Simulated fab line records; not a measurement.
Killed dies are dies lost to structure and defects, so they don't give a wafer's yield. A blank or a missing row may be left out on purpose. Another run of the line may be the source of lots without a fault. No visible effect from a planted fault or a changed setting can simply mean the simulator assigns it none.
One fault through the eyes of 3 desks || flow n5 finfet || what lay behind the numbers comes last; until then each desk has only its own

## THE DEFECT DESK
Counts from the inspections along the route, per lot, as means over the sampled wafers that have a number. The brackets show how far a lot's mean lies from the usual mean; more than 4 standard deviations puts the lot out of limits, marked OUT.
Columns: A = raw defect count at N5_BEOL_M2_INSPECT_59, usual 80; B = raw defect count at N5_BEOL_M3_INSPECT_13, usual 441; C = raw defect count at N5_BEOL_M3_INSPECT_30, usual 441
{"lot": "L957", "first seen here": "day 8 04:11", "A": 116, "B": 547, "C": 508}
{"lot": "L962", "first seen here": "day 9 02:25", "A": 73, "B": 441, "C": 455}
{"lot": "L964", "first seen here": "day 9 11:14", "A": 72, "B": 504, "C": 519}
{"lot": "L965", "first seen here": "day 9 13:49", "A": 134, "B": 480, "C": 470}
{"lot": "L968", "first seen here": "day 10 08:56", "A": 75, "B": 519, "C": 503}
{"lot": "L969", "first seen here": "day 10 15:59", "A": 77, "B": 350, "C": 349}
{"lot": "L970", "first seen here": "day 11 04:37", "A": 109, "B": "986 (+5.0) OUT", "C": "982 (+4.9) OUT"}
{"lot": "L972", "first seen here": "day 11 12:27", "A": 65, "B": 494, "C": 518}
{"lot": "L977", "first seen here": "day 13 00:28", "A": 108, "B": 427, "C": 456}
This desk's verdict: out of limits on L970, starting with L970 at day 11 07:26 (raw defect count at N5_BEOL_M3_INSPECT_13). Within limits: L957, L962, L964, L965, L968, L969, L972, L977.

## METROLOGY DESK
What the gauges read, lot by lot, whatever tool the lot ran on: means of the sampled wafers that have a number. The brackets show how far a lot's mean lies from the usual mean; more than 4 standard deviations puts the lot out of limits, marked OUT. Only the readings that lie furthest out on some lot appear, 7 of the 11 it has.
Columns: A = cd nm at N5_BEOL_M3_CD_MEAS_11, usual 17.06 nm; B = DIBL_N at N5_BEOL_M4_RC_MEAS_101, usual 36.6 mV/V; C = DIBL_P at N5_BEOL_M4_RC_MEAS_101, usual 36.7 mV/V; D = IOFF_P at N5_BEOL_M4_RC_MEAS_101, usual 0.22 nA/um; E = ION_N at N5_BEOL_M4_RC_MEAS_101, usual 672 uA/um; F = SS_N at N5_BEOL_M4_RC_MEAS_101, usual 71.6 mV/dec; G = VT_P at N5_BEOL_M4_RC_MEAS_101, usual -250 mV
{"lot": "L957", "first seen here": "day 8 04:49", "A": 17.12, "B": 38.2, "C": 36.7, "D": 0.22, "E": 676, "F": 72.2, "G": -250}
{"lot": "L962", "first seen here": "day 9 03:52", "A": 17.13, "B": 36.7, "C": 37.0, "D": 0.23, "E": 675, "F": 71.8, "G": -249}
{"lot": "L964", "first seen here": "day 9 13:20", "A": 16.96, "B": 36.1, "C": 36.4, "D": 0.21, "E": 674, "F": 71.4, "G": -249}
{"lot": "L965", "first seen here": "day 9 14:49", "A": 17.11, "B": 36.7, "C": 37.4, "D": 0.22, "E": 673, "F": 71.3, "G": -250}
{"lot": "L968", "first seen here": "day 10 11:01", "A": 17.28, "B": 38.1, "C": 36.4, "D": 0.26, "E": 665, "F": 72.1, "G": -247}
{"lot": "L969", "first seen here": "day 10 17:04", "A": 17.03, "B": 34.7, "C": 34.2, "D": 0.17, "E": 657, "F": 71.4, "G": -252}
{"lot": "L970", "first seen here": "day 11 07:21", "A": 17.32, "B": 36.2, "C": 37.3, "D": 0.21, "E": 672, "F": 72.1, "G": -250}
{"lot": "L972", "first seen here": "day 11 14:02", "A": 17.04, "B": 37.6, "C": 39.1, "D": 0.27, "E": 665, "F": 72.2, "G": -247}
{"lot": "L977", "first seen here": "day 13 04:44", "A": 17.24, "B": 36.3, "C": 35.2, "D": 0.22, "E": 676, "F": 71.4, "G": -249}
This desk's finding: nothing out of limits on any of the 9 lots.

## FOR THE TOOL OWNER'S DESK: pecvd-02
The tool's own readings at N5_BEOL_M3_ILD_DEP_00 (deposits SiOC from DEMS/O2, target thk 79 nm, time 15.3 s): means of the sampled wafers that have a number, for each lot that ran on this tool. The brackets show how far a lot's mean lies from the usual mean; more than 4 standard deviations puts the lot out of limits, marked OUT.
Columns: A = heater power w at N5_BEOL_M3_ILD_DEP_00, usual 462 W; B = rf fwd power W at N5_BEOL_M3_ILD_DEP_00, usual 493 W; C = showerhead plenum p Torr at N5_BEOL_M3_ILD_DEP_00, usual 5.692 Torr; D = throttle valve pct at N5_BEOL_M3_ILD_DEP_00, usual 12.2 %
{"lot": "L957", "first seen here": "day 8 04:13", "A": 444, "B": 494, "C": 5.679, "D": 11.8}
{"lot": "L962", "first seen here": "day 9 02:28", "A": 453, "B": 495, "C": 5.674, "D": 11.9}
{"lot": "L964", "first seen here": "day 9 11:18", "A": 489, "B": 495, "C": 5.685, "D": 12.0}
{"lot": "L968", "first seen here": "day 10 08:59", "A": 447, "B": 491, "C": 5.687, "D": 12.4}
{"lot": "L969", "first seen here": "day 10 16:02", "A": 440, "B": 491, "C": 5.678, "D": 12.5}
{"lot": "L970", "first seen here": "day 11 04:38", "A": 464, "B": 494, "C": 5.673, "D": 11.9}
This desk's finding: nothing out of limits on any of the 6 lots.

## TAKEN TOGETHER
The defect desk could have raised an alarm at day 11 07:26, on L970.
Metrology desk: nothing out of limits seen.
The desk of the tool owner found nothing out of limits.
The metrology desk has L970 on record, within its limits.
On record at the tool owner's desk: L970, within its limits.
The lots listed all ran N5_BEOL_M3_ILD_DEP_00 on pecvd-02.

## WHAT THE SIMULATOR HAD INSERTED
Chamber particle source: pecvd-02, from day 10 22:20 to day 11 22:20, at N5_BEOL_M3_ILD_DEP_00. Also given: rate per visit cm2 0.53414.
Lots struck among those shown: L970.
Hours from the fault's start to each desk's first reading out of limits: the defect desk, 9.
